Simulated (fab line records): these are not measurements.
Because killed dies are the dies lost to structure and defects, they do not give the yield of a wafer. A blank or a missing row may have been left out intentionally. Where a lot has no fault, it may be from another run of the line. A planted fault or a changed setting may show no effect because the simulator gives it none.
Lot-split experiment :: flow n5-finfet :: on a route of 1938 steps: 7 lots, 21 wafers read

THE SPLIT ITSELF
At N5_MOL_CONTACT_COAG_COAT_64 (time 60 s, resist thk 10 nm), the setting spin-rpm was moved away from the recipe's 1500 rpm on 9 of the 21 wafers read, by +3.2% to +9.0%. For the rest of the wafers, this setting stayed at what the recipe calls for.

FROM THE SPLIT TO THE READING: what the file shows between them, 3 steps
- N5_MOL_CONTACT_COAG_COAT_34: resist thk 40 nm
- N5_MOL_CONTACT_COAG_EBR_36
- N5_MOL_CONTACT_COAG_DESCUM_45: chemistry O2, time 7 s

THE READING
etch.depth-nm (the simulator's own value, which no gauge read), in nm, at N5_MOL_CONTACT_COAG_ETCH_65 (etches underlayer in N2/H2, target depth 13 nm, time 10.4 s). No usual value for it is given in the file. The 12 wafers here that ran the recipe average 10.019 nm, standard deviation 0.016 nm.

wafer: L076.1
tool, chamber at the split: litho-track-05, 0
spin-rpm as run, rpm: 1500
against the recipe: recipe
etch.depth-nm, nm: 10.01
against lot-mates on the recipe: -

wafer: L076.5
tool, chamber at the split: litho-track-05, 0
spin-rpm as run, rpm: 1500
against the recipe: recipe
etch.depth-nm, nm: 10.01
against lot-mates on the recipe: -

wafer: L076.2
tool, chamber at the split: litho-track-05, 0
spin-rpm as run, rpm: 1500
against the recipe: recipe
etch.depth-nm, nm: 10.02
against lot-mates on the recipe: -

wafer: L077.3
tool, chamber at the split: litho-track-01, 0
spin-rpm as run, rpm: 1500
against the recipe: recipe
etch.depth-nm, nm: 10.02
against lot-mates on the recipe: -

wafer: L077.4
tool, chamber at the split: litho-track-01, 0
spin-rpm as run, rpm: 1590
against the recipe: +6.0%
etch.depth-nm, nm: 9.706
against lot-mates on the recipe: -0.314

wafer: L077.6
tool, chamber at the split: litho-track-01, 0
spin-rpm as run, rpm: 1590
against the recipe: +6.0%
etch.depth-nm, nm: 9.708
against lot-mates on the recipe: -0.312

wafer: L082.2
tool, chamber at the split: litho-track-05, 0
spin-rpm as run, rpm: 1635
against the recipe: +9.0%
etch.depth-nm, nm: 9.592
against lot-mates on the recipe: -0.418

wafer: L082.4
tool, chamber at the split: litho-track-05, 0
spin-rpm as run, rpm: 1635
against the recipe: +9.0%
etch.depth-nm, nm: 9.598
against lot-mates on the recipe: -0.412

wafer: L082.5
tool, chamber at the split: litho-track-05, 0
spin-rpm as run, rpm: 1500
against the recipe: recipe
etch.depth-nm, nm: 10.01
against lot-mates on the recipe: -

wafer: L084.1
tool, chamber at the split: litho-track-04, 0
spin-rpm as run, rpm: 1500
against the recipe: recipe
etch.depth-nm, nm: 10.04
against lot-mates on the recipe: -

wafer: L084.3
tool, chamber at the split: litho-track-04, 0
spin-rpm as run, rpm: 1578
against the recipe: +5.2%
etch.depth-nm, nm: 9.778
against lot-mates on the recipe: -0.257

wafer: L084.4
tool, chamber at the split: litho-track-04, 0
spin-rpm as run, rpm: 1500
against the recipe: recipe
etch.depth-nm, nm: 10.03
against lot-mates on the recipe: -

wafer: L085.1
tool, chamber at the split: litho-track-04, 0
spin-rpm as run, rpm: 1574
against the recipe: +4.9%
etch.depth-nm, nm: 9.801
against lot-mates on the recipe: -0.234

wafer: L085.4
tool, chamber at the split: litho-track-04, 0
spin-rpm as run, rpm: 1500
against the recipe: recipe
etch.depth-nm, nm: 10.02
against lot-mates on the recipe: -

wafer: L085.5
tool, chamber at the split: litho-track-04, 0
spin-rpm as run, rpm: 1500
against the recipe: recipe
etch.depth-nm, nm: 10.05
against lot-mates on the recipe: -

wafer: L096.2
tool, chamber at the split: litho-track-04, 0
spin-rpm as run, rpm: 1548
against the recipe: +3.2%
etch.depth-nm, nm: 9.862
against lot-mates on the recipe: no lot-mate on the recipe

wafer: L096.5
tool, chamber at the split: litho-track-04, 0
spin-rpm as run, rpm: 1548
against the recipe: +3.2%
etch.depth-nm, nm: 9.851
against lot-mates on the recipe: no lot-mate on the recipe

wafer: L096.6
tool, chamber at the split: litho-track-04, 0
spin-rpm as run, rpm: 1548
against the recipe: +3.2%
etch.depth-nm, nm: 9.884
against lot-mates on the recipe: no lot-mate on the recipe

wafer: L097.1
tool, chamber at the split: litho-track-04, 0
spin-rpm as run, rpm: 1500
against the recipe: recipe
etch.depth-nm, nm: 10.01
against lot-mates on the recipe: -

wafer: L097.3
tool, chamber at the split: litho-track-04, 0
spin-rpm as run, rpm: 1500
against the recipe: recipe
etch.depth-nm, nm: 9.984
against lot-mates on the recipe: -

wafer: L097.4
tool, chamber at the split: litho-track-04, 0
spin-rpm as run, rpm: 1500
against the recipe: recipe
etch.depth-nm, nm: 10.02
against lot-mates on the recipe: -

FIT RESULTS
A straight line over all 21 wafers: etch.depth-nm changes by -0.0479 nm for each +1% of spin-rpm; r = -0.99; the points scatter about the line by 0.017 nm.
The same after taking each lot's own level away (the mean of its wafers on the recipe; 18 wafers): -0.0479 nm for each +1%; r = -1.00; scatter 0.014 nm.
Per that fit: largest spin-rpm move, reading shift of 0.43 nm.
Measured against the standard deviation above, the lots' own levels, which go from 10.0047 to 10.0350 nm, span 1.9 times it.
Hence the lot-to-lot level has little effect on the slope; both slopes agree.
Check: -0.438 nm against its lot-mates is what the line predicts for one of the wafers moved furthest among these (+9.0%) when that wafer is left out of the fit. It came out at -0.418 nm against them.

OTHER SPLITS APPLIED TO THESE WAFERS
These wafers also went through other splits before the reading. Each is held against what the fit with the lots' levels taken away leaves over:
other split on the same wafers: N5_GATE_CUT_EXPOSE_10 dose-mj
wafers away from the commonest value: 8
r with etch.depth-nm (lot level and that fit taken away): -0.10

other split on the same wafers: N5_GATE_CUT_ETCH_36 cf4-flow-sccm
wafers away from the commonest value: 10
r with etch.depth-nm (lot level and that fit taken away): +0.02

other split on the same wafers: N5_MOL_CONTACT_COAG_VIA_ETCH_46 bias-w
wafers away from the commonest value: 6
r with etch.depth-nm (lot level and that fit taken away): +0.29

THE WHOLE CHAIN: every reading that the file lists as answering this split, in the file's order
step: N5_MOL_CONTACT_COAG_COAT_64
what it does: time 60 s, resist thk 10 nm
reading: underlayer_of_MOL_CONTACT_COAG_COAT_64.thk-nm (the simulator's own value, which no gauge read)
change (the file's fit): -0.0405 nm for each +1% of the setting
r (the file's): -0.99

step: N5_MOL_CONTACT_COAG_ETCH_65
what it does: etches underlayer in N2/H2, target depth 13 nm, time 10.4 s
reading: etch.depth-nm (the simulator's own value, which no gauge read)
change (the file's fit): -0.0483 nm for each +1% of the setting
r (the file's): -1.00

FILE'S OWN FIT
etch.depth-nm changes by -0.0483 nm for each +1% of spin-rpm, r = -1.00.
